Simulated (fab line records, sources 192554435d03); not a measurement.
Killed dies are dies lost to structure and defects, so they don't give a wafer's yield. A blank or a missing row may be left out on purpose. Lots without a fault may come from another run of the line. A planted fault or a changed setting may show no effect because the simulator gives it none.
fab line records | flow n5_finfet | part 1 of 2: steps 1 to 4 of 6
record lots=24 wafers=72 last_day=19
route steps=1938 shown BEOL_M4@1069 BEOL_M5@1129
lots that met no fault: from a run of the same line without faults
start_h: hours from the record's first day to the start of the lot's first wafer shown | wait_h: hours since the lot's step before | " the same as in the row above | L1.1+2: a row that stands for several wafers | - no value, or no start given | * or withheld: withheld | < > ~ a bound
route shown NAME@n: a module of which the file shows steps, and the number in the route of the first | usual: mean/standard deviation of fault-free wafers | same: alike in all rows | chamber/n: place in a boat | sites: the reading at each site | _std_site: their standard deviation | _edge_site: outer sites' mean less inner sites' | radius_mm: how far each site lies from the wafer's centre | mask NAME#n: copy n | behind: the tool/chamber that last shaped the wafer | hold: why the lot was held/for how many hours/how that ended | device: the transistor (n, p or np) that didn't switch | end of line: the same wafers' tests at the end of the route | a step without rows: its recipe alone | killed: dies lost to structure and defects at the first sort, not the wafer's yield | map: a wafer's dies, x killed, . not, _ none there
set.NAME: the setting as run; set.NAME@STEP: as run at that earlier step | model.NAME: the simulator's own value behind a step, which no gauge read
steps of the route over a sample of lots; a table a step, a row a wafer
services: from which hour (start_h, from the record's first day; less than 0 if before it) a tool's chamber was out of use, for how many hours, and why
## steps
# step N5_BEOL_M4_STRIP_36
# recipe chemistry=N2/H2 power_w=450 temp_c=40 pressure_mtorr=20 rf_frequency_hz=6e+07 overash_fraction=0.3 bias_power_w=7 h2_frac=0.5 n2_flow_sccm=200 h2_flow_sccm=200
# usual drypump_motor_current_A=5.9/0.41 oes_product_au=0.79/0.076 rf_vpp_V=59.4/1.5 showerhead_plenum_p_Torr=2.57/0.11 throttle_valve_pct=23.68/0.25
# columns lot.wafer tool chamber start_h wait_h drypump_motor_current_A oes_product_au rf_hours_counter_h rf_vpp_V showerhead_plenum_p_Torr throttle_valve_pct
L074.1 rie_diel-02 3 156.53 0.0 6.3 0.90 34 62.1 2.60 23.96
L074.3 " 2 " " 6.0 0.81 115 57.2 2.66 23.40
L074.5 " 3 " " 6.3 0.90 - 60.7 2.60 23.96
L075.2 rie_diel-03 1 169.27 0.0 5.9 0.86 50 58.9 2.56 23.49
L075.4 " 3 " " 5.4 0.85 39 59.6 2.70 23.39
L075.5 " 2 " " 5.1 0.73 - 61.3 2.54 23.98
L076.3 rie_diel-03 2 169.95 0.0 5.1 0.72 192 60.4 2.54 24.00
L076.4 " 1 " " 5.9 0.85 50 57.7 2.56 23.52
L076.6 " 3 " " 5.4 0.85 - 58.3 2.70 23.41
L077.2 rie_diel-03 1 178.74 0.0 5.9 0.85 54 59.7 2.56 23.50
L077.4 " 2 " " 5.1 0.72 197 60.5 2.54 23.99
L077.5 " 0 " " 5.7 0.70 - 60.1 2.38 23.71
L078.1 rie_diel-02 0 181.06 0.0 6.4 0.73 183 57.5 2.43 23.95
L078.3 " 2 " " 6.0 0.80 - 62.5 2.65 23.42
L078.5 " 0 " " 6.4 0.73 - 57.8 2.43 23.96
L079.1 rie_diel-02 1 188.14 0.0 6.2 0.92 11 59.0 2.72 23.50
L079.2 " 2 " " 6.0 0.78 136 56.3 2.65 23.42
L079.6 " 2 " " 6.0 0.79 - 60.3 2.65 23.41
L080.2 rie_diel-02 1 194.47 0.0 6.2 0.89 16 62.0 2.72 23.53
L080.3 " 2 " " 6.0 0.78 141 59.7 2.65 23.44
L080.4 " 2 " " 6.0 0.77 - 59.8 2.65 23.42
L082.2 rie_diel-02 2 197.24 0.0 6.0 0.79 142 60.6 2.65 23.43
L082.3 " 0 " " 6.4 0.73 194 60.5 2.42 23.98
L082.4 " 2 " " 6.0 0.77 - 61.0 2.65 23.44
L081.2 rie_diel-02 1 203.05 0.0 6.2 0.88 20 62.3 2.72 23.55
L081.3 " 0 " " 6.4 0.73 196 59.1 2.42 23.97
L081.5 " 0 " " 6.4 0.73 - 57.1 2.42 23.95
L083.1 rie_diel-03 2 204.03 0.0 5.1 0.70 209 60.1 2.53 23.99
L083.2 " 0 " " 5.7 0.69 247 58.9 2.38 23.70
L083.4 " 3 " " 5.4 0.82 56 60.9 2.69 23.43
L084.1 rie_diel-03 0 210.26 0.0 5.7 0.68 250 58.6 2.38 23.73
L084.2 " 2 " " 5.1 0.70 212 59.5 2.53 24.04
L084.4 " 1 " " 5.9 0.83 69 57.6 2.56 23.52
L088.2 rie_diel-02 3 280.17 0.0 6.3 0.84 77 59.7 2.58 24.04
L088.3 " 0 " " 6.4 0.69 225 57.6 2.41 24.01
L088.5 " 0 " " 6.4 0.70 - 58.9 2.41 24.01
L095.2 rie_diel-02 2 283.33 0.0 6.0 0.75 171 61.3 2.63 23.48
L095.5 " 0 " " 6.4 0.69 - 59.5 2.41 23.95
L095.6 " 3 " " 6.4 0.84 - 59.1 2.58 23.96
L094.3 rie_diel-03 2 283.45 0.0 5.1 0.68 242 60.4 2.52 24.06
L094.4 " 0 " " 5.7 0.97 11 59.7 2.69 23.49
L094.5 " 2 " " 5.1 0.68 - 56.7 2.52 24.07
L090.1 rie_diel-02 2 289.28 0.0 6.0 0.76 173 59.6 2.63 23.46
L090.3 " 3 " " 6.3 0.85 80 57.5 2.58 24.00
L090.6 " 1 " " 6.2 0.84 - 59.7 2.70 23.57
L085.2 rie_diel-02 2 289.65 0.0 6.0 0.75 173 57.3 2.63 23.47
L085.4 " 3 " " 6.3 0.84 80 62.0 2.58 23.99
L085.6 " 2 " " 6.0 0.76 - 59.4 2.63 23.47
L089.3 rie_diel-03 3 297.96 0.0 5.4 0.79 91 58.7 2.68 23.47
L089.5 " 0 " " 5.7 0.96 - 59.6 2.69 23.47
L089.6 " 3 " " 5.4 0.79 - 60.8 2.68 23.47
L092.2 rie_diel-03 0 298.43 0.0 5.7 0.95 15 58.0 2.69 23.50
L092.4 " 1 " " 5.9 0.80 102 56.1 2.54 23.58
L092.6 " 2 " " 5.1 0.69 - 58.8 2.52 24.03
L091.1 rie_diel-02 2 309.03 0.0 6.0 0.75 180 59.1 2.63 23.46
L091.2 " 0 " " 6.4 0.68 234 56.2 2.41 24.01
L091.3 " 3 " " 6.3 0.83 86 60.4 2.58 24.01
L087.1 rie_diel-03 0 315.41 0.0 5.7 0.94 18 61.4 2.69 23.50
L087.2 " 1 " " 5.9 0.78 106 55.0 2.54 23.59
L087.3 " 3 " " 5.4 0.78 94 61.0 2.68 23.48
L093.2 rie_diel-04 1 315.41 0.0 6.3 0.83 83 60.4 2.57 23.52
L093.3 " 0 " " 6.3 0.88 50 59.6 2.46 23.20
L093.6 " 3 " " 5.3 0.82 - 57.6 2.46 23.13
L096.1 rie_diel-02 1 319.81 0.0 6.2 0.81 61 60.8 2.70 23.60
L096.4 " 0 " " 6.4 0.69 238 60.1 2.41 23.99
L096.5 " 0 " " 6.4 0.68 - 59.9 2.40 24.02
L086.3 rie_diel-03 0 321.11 0.0 5.7 0.95 20 60.1 2.69 23.50
L086.4 " 3 " " 5.4 0.78 - 61.1 2.67 23.52
L086.5 " 1 " " 5.9 0.78 - 56.9 2.54 23.57
L097.1 rie_diel-02 3 334.73 0.0 6.3 0.83 93 58.1 2.58 24.01
L097.3 " 0 " " 6.4 0.69 240 59.0 2.40 24.00
L097.6 " 3 " " 6.3 0.82 - 58.8 2.58 24.01
# step N5_BEOL_M4_ANNEAL_89
# recipe temp_c=400 time_s=240 ambient=vacuum
# usual heater_power_w=839/48 susceptor_temp_C=400.03/0.22
# columns lot.wafer tool chamber start_h wait_h heater_power_w susceptor_temp_C
L074.1 pvd_sputter-03 - 160.53 0.0 917 400.02
L074.3 " - " " 899 399.76
L074.5 " - " " 884 400.07
L075.2 pvd_sputter-02 - 171.38 0.0 840 400.40
L075.4 " - " " 787 400.10
L075.5 " - " " 868 400.06
L076.3 pvd_sputter-03 - 171.98 0.0 857 399.89
L076.4 " - " " 882 399.77
L076.6 " - " " 871 400.09
L077.2 pvd_sputter-01 - 180.89 0.0 757 400.37
L077.4 " - " " 843 400.35
L077.5 " - " " 744 400.12
L078.1 pvd_sputter-03 - 184.05 0.0 913 399.99
L078.3 " - " " 875 400.17
L078.5 " - " " 896 399.99
L079.1 pvd_sputter-02 - 190.74 0.0 781 400.28
L079.2 " - " " 801 399.70
L079.6 " - " " 782 400.12
L080.2 pvd_sputter-03 - 196.37 0.0 876 400.43
L080.3 " - " " 834 399.83
L080.4 " - " " 865 399.63
L082.2 pvd_sputter-02 - 199.89 0.0 856 400.10
L082.3 " - " " 822 400.08
L082.4 " - " " 765 400.19
L081.2 pvd_sputter-02 - 204.94 0.0 815 400.09
L081.3 " - " " 769 400.24
L081.5 " - " " 775 400.47
L083.1 pvd_sputter-02 - 206.98 0.0 760 399.92
L083.2 " - " " 824 400.23
L083.4 " - " " 890 400.53
L084.1 pvd_sputter-02 - 212.34 0.0 817 399.96
L084.2 " - " " 861 399.72
L084.4 " - " " 799 400.27
L088.2 pvd_sputter-03 - 283.13 0.0 838 400.27
L088.3 " - " " 914 399.96
L088.5 " - " " 889 399.66
L095.2 pvd_sputter-02 - 285.75 0.0 816 400.08
L095.5 " - " " 863 399.82
L095.6 " - " " 814 400.14
L094.3 pvd_sputter-01 - 287.45 0.0 802 399.97
L094.4 " - " " 864 399.91
L094.5 " - " " 790 399.67
L090.1 pvd_sputter-03 - 293.40 0.0 865 399.57
L090.3 " - " " 883 400.27
L090.6 " - " " 905 399.99
L085.2 pvd_sputter-01 - 293.54 0.0 863 399.96
L085.4 " - " " 837 400.22
L085.6 " - " " 745 400.56
L089.3 pvd_sputter-03 - 300.45 0.0 887 400.07
L089.5 " - " " 882 400.28
L089.6 " - " " 895 399.86
L092.2 pvd_sputter-03 - 302.29 0.0 897 400.19
L092.4 " - " " 880 399.88
L092.6 " - " " 874 400.05
L091.1 pvd_sputter-01 - 311.51 0.0 819 400.08
L091.2 " - " " 847 400.02
L091.3 " - " " 738 399.93
L087.1 pvd_sputter-02 - 318.16 0.0 809 399.99
L087.2 " - " " 809 399.73
L087.3 " - " " 880 400.05
L093.2 pvd_sputter-03 - 318.96 0.0 876 399.87
L093.3 " - " " 804 399.74
L093.6 " - " " 906 400.24
L096.1 pvd_sputter-03 - 322.68 0.0 885 399.98
L096.4 " - " " 892 400.26
L096.5 " - " " 900 400.15
L086.3 pvd_sputter-03 - 324.52 0.0 903 399.96
L086.4 " - " " 892 399.68
L086.5 " - " " 867 399.89
L097.1 pvd_sputter-01 - 337.55 0.0 848 399.69
L097.3 " - " " 787 400.08
L097.6 " - " " 847 399.74
# step N5_BEOL_M4_CO_CAP_55
# recipe material=Co target_thk_a=20 temp_c=200 precursor=CCTBA/H2 pressure_torr=30 time_s=102.1
# usual heater_power_w=223/19 susceptor_temp_C=200.01/0.17
# columns lot.wafer tool chamber start_h wait_h heater_power_w susceptor_temp_C
L074.1 cvd_co-02 0 162.20 0.0 253 200.43
L074.3 " 2 " " 203 199.82
L074.5 " 1 " " 243 200.04
L075.2 cvd_co-01 2 173.14 0.0 217 199.88
L075.4 " 0 " " 208 199.79
L075.5 " 1 " " 232 199.94
L076.3 cvd_co-01 2 173.64 0.0 210 200.11
L076.4 " 0 " " 203 200.10
L076.6 " 2 " " 211 200.04
L077.2 cvd_co-01 2 182.62 0.0 210 199.90
L077.4 " 0 " " 201 200.26
L077.5 " 1 " " 227 200.09
L078.1 cvd_co-01 0 185.81 0.0 200 199.85
L078.3 " 2 " " 210 199.82
L078.5 " 2 " " 216 199.56
L079.1 cvd_co-01 2 192.41 0.0 214 199.88
L079.2 " 0 " " 201 200.22
L079.6 " 2 " " 207 199.76
L080.2 cvd_co-02 0 198.03 0.0 250 199.91
L080.3 " 2 " " 213 199.79
L080.4 " 0 " " 253 200.04
L082.2 cvd_co-02 1 201.84 0.0 242 199.85
L082.3 " 2 " " 204 199.96
L082.4 " 2 " " 204 200.07
L081.2 cvd_co-01 0 206.88 0.0 196 199.82
L081.3 " 1 " " 229 199.78
L081.5 " 0 " " 203 199.75
L083.1 cvd_co-01 2 208.65 0.0 213 200.22
L083.2 " 1 " " 227 199.95
L083.4 " 2 " " 211 199.98
L084.1 cvd_co-01 2 214.01 0.0 213 199.78
L084.2 " 0 " " 205 200.09
L084.4 " 0 " " 199 199.83
L088.2 cvd_co-02 0 284.86 0.0 246 199.98
L088.3 " 2 " " 206 199.96
L088.5 " 2 " " 208 200.24
L095.2 cvd_co-01 2 287.73 0.0 217 200.13
L095.5 " 0 " " 203 199.89
L095.6 " 2 " " 210 200.16
L094.3 cvd_co-02 2 289.14 0.0 201 199.95
L094.4 " 2 " " 209 200.00
L094.5 " 1 " " 244 199.97
L090.1 cvd_co-02 0 295.06 0.0 247 200.06
L090.3 " 2 " " 208 199.82
L090.6 " 2 " " 206 199.95
L085.2 cvd_co-01 2 295.22 0.0 214 199.83
L085.4 " 2 " " 211 199.96
L085.6 " 1 " " 225 200.11
L089.3 cvd_co-02 2 302.13 0.0 204 200.10
L089.5 " 1 " " 246 200.21
L089.6 " 0 " " 257 199.83
L092.2 cvd_co-02 1 307.32 3.4 245 199.88
L092.4 " 1 " " 249 199.97
L092.6 " 0 " " 257 200.16
L091.1 cvd_co-01 0 313.17 0.0 209 199.81
L091.2 " 1 " " 235 200.18
L091.3 " 2 " " 209 200.01
L087.1 cvd_co-02 0 319.83 0.0 247 199.91
L087.2 " 1 " " 246 199.74
L087.3 " 2 " " 216 200.03
L093.2 cvd_co-01 2 320.63 0.0 215 199.95
L093.3 " 1 " " 225 200.26
L093.6 " 1 " " 227 200.19
L096.1 cvd_co-02 2 324.35 0.0 204 199.83
L096.4 " 2 " " 204 199.82
L096.5 " 1 " " 252 200.11
L086.3 cvd_co-02 1 326.42 0.0 246 199.83
L086.4 " 0 " " 249 200.10
L086.5 " 2 " " 207 199.88
L097.1 cvd_co-01 0 340.41 0.0 202 199.98
L097.3 " 2 " " 215 199.81
L097.6 " 0 " " 200 199.91
# step N5_BEOL_M5_DESCUM_16
# recipe chemistry=O2 time_s=7 source_power_w=50 bias_power_w=20 pressure_mtorr=20 rf_frequency_hz=2.712e+07 temp_c=40 resist=CAR-EUV o2_flow_sccm=225
# usual drypump_motor_current_A=5.7/0.7 oes_product_au=0.76/0.091 rf_vpp_V=243.1/1.4 showerhead_plenum_p_Torr=2.09/0.076 throttle_valve_pct=20.50/0.25
# columns lot.wafer tool chamber start_h wait_h drypump_motor_current_A oes_product_au rf_hours_counter_h rf_vpp_V showerhead_plenum_p_Torr throttle_valve_pct
L074.1 rie_diel-06 0 167.21 0.0 6.4 0.83 72 243.5 2.20 20.09
L074.3 " 1 " " 5.4 0.73 187 244.0 2.08 20.50
L074.5 " 1 " " 5.4 0.73 - 243.3 2.08 20.50
L075.2 rie_diel-05 1 176.61 0.1 6.7 0.73 159 239.8 1.99 20.47
L075.4 " 0 " " 6.7 0.69 - 241.0 1.98 20.73
L075.5 " 1 " " 6.7 0.73 - 241.3 1.99 20.46
L076.3 rie_diel-01 2 176.70 0.0 5.6 0.76 148 242.0 2.10 20.70
L076.4 " 3 " " 4.7 0.70 224 242.9 2.08 20.86
L076.6 " 0 " " 5.0 0.78 - 245.3 2.18 20.74
L077.2 rie_diel-01 3 185.79 0.1 4.7 0.70 228 241.6 2.08 20.88
L077.4 " 0 " " 5.0 0.77 161 242.6 2.18 20.71
L077.5 " 1 " " 5.2 0.68 - 244.1 2.14 20.30
L078.1 rie_diel-05 2 189.01 0.0 5.3 0.70 208 245.0 2.15 20.42
L078.3 " 1 " " 6.7 0.73 164 241.6 1.98 20.47
L078.5 " 3 " " 5.0 0.91 - 246.1 2.23 20.42
L079.1 rie_diel-05 3 195.71 0.7 4.9 0.91 25 247.5 2.23 20.43
L079.2 " 0 " " 6.7 0.68 211 241.6 1.97 20.76
L079.6 " 2 " " 5.3 0.70 - 244.6 2.15 20.42
L080.2 rie_diel-01 3 202.07 0.6 4.7 0.70 234 242.2 2.08 20.89
L080.3 " 2 " " 5.6 0.75 158 242.8 2.10 20.74
L080.4 " 0 " " 5.0 0.76 166 246.1 2.18 20.74
L082.2 rie_diel-05 1 204.23 0.0 6.7 0.72 170 241.9 1.98 20.47
L082.3 " 3 " " 4.9 0.91 27 245.6 2.23 20.45
L082.4 " 0 " " 6.7 0.68 214 243.0 1.97 20.76
L081.2 rie_diel-06 2 209.84 0.0 6.5 0.91 10 241.6 2.05 20.03
L081.3 " 0 " " 6.4 0.81 76 246.2 2.20 20.10
L081.5 " 2 " " 6.5 0.90 - 242.6 2.05 20.03
L083.1 rie_diel-01 3 211.24 0.0 4.7 0.69 235 240.7 2.08 20.90
L083.2 " 2 " " 5.6 0.75 160 244.0 2.10 20.72
L083.4 " 0 " " 5.0 0.76 168 246.6 2.18 20.75
L084.1 rie_diel-01 1 217.19 0.0 5.2 0.68 239 244.6 2.14 20.32
L084.2 " 3 " " 4.7 0.70 238 243.4 2.08 20.89
L084.4 " 2 " " 5.6 0.75 162 242.7 2.09 20.74
L088.2 rie_diel-01 1 287.51 0.0 5.2 0.97 5 243.8 2.13 20.06
L088.3 " 0 " " 5.0 0.76 196 244.6 2.17 20.80
L088.5 " 3 " " 4.7 1.00 - 240.9 2.07 20.51
L095.2 rie_diel-01 0 290.58 0.0 5.0 0.75 196 244.1 2.17 20.78
L095.5 " 2 " " 5.6 0.74 - 242.4 2.09 20.77
L095.6 " 3 " " 4.7 0.99 - 243.7 2.07 20.51
L094.3 rie_diel-01 3 294.93 0.0 4.8 0.98 2 242.7 2.07 20.51
L094.4 " 2 " " 5.5 0.72 - 243.1 2.09 20.76
L094.5 " 0 " " 5.0 0.73 - 244.2 2.17 20.79
L090.1 rie_diel-06 0 298.96 0.0 6.4 0.80 105 244.6 2.19 20.15
L090.3 " 1 " " 5.4 0.70 220 241.9 2.07 20.55
L090.6 " 3 " " 5.4 0.71 - 242.9 2.06 20.42
L085.2 rie_diel-05 0 299.13 0.0 6.7 0.66 241 241.2 1.96 20.80
L085.4 " 3 " " 5.0 0.86 54 244.2 2.22 20.49
L085.6 " 1 " " 6.7 0.70 - 241.4 1.97 20.52
L089.3 rie_diel-06 1 307.63 0.0 5.4 0.70 222 242.2 2.07 20.57
L089.5 " 0 " " 6.4 0.79 - 244.9 2.19 20.14
L089.6 " 1 " " 5.4 0.70 - 243.4 2.07 20.58
L092.2 rie_diel-05 3 310.37 0.0 4.9 0.85 55 243.4 2.22 20.50
L092.4 " 0 " " 6.7 0.67 242 242.2 1.96 20.78
L092.6 " 0 " " 6.7 0.68 - 241.6 1.96 20.80
L091.1 rie_diel-06 2 316.42 0.0 6.5 0.85 41 241.1 2.04 20.04
L091.2 " 1 " " 5.4 0.69 224 242.6 2.07 20.56
L091.3 " 0 " " 6.4 0.78 108 245.5 2.19 20.17
L087.1 rie_diel-06 1 322.20 0.0 5.4 0.70 225 242.5 2.07 20.56
L087.2 " 3 " " 5.4 0.70 210 241.9 2.05 20.43
L087.3 " 2 " " 6.5 0.84 43 243.1 2.04 20.06
L093.2 rie_diel-06 3 325.16 0.2 5.4 0.70 211 243.6 2.05 20.41
L093.3 " 1 " " 5.4 0.68 226 243.5 2.07 20.58
L093.6 " 0 " " 6.4 0.78 - 244.1 2.18 20.16
L096.1 rie_diel-01 0 326.75 0.0 5.0 0.75 203 243.9 2.17 20.79
L096.4 " 3 " " 4.7 0.95 8 243.2 2.07 20.53
L096.5 " 3 " " 4.7 0.96 - 242.9 2.07 20.53
L086.3 rie_diel-06 2 330.07 0.3 6.5 0.84 44 243.2 2.04 20.06
L086.4 " 1 " " 5.4 0.70 227 242.6 2.07 20.59
L086.5 " 0 " " 6.3 0.79 - 244.3 2.18 20.19
L097.1 rie_diel-05 3 343.70 0.0 4.9 0.85 59 245.7 2.22 20.49
L097.3 " 0 " " 6.7 0.67 247 241.1 1.96 20.81
L097.6 " 1 " " 6.7 0.70 - 240.9 1.97 20.53
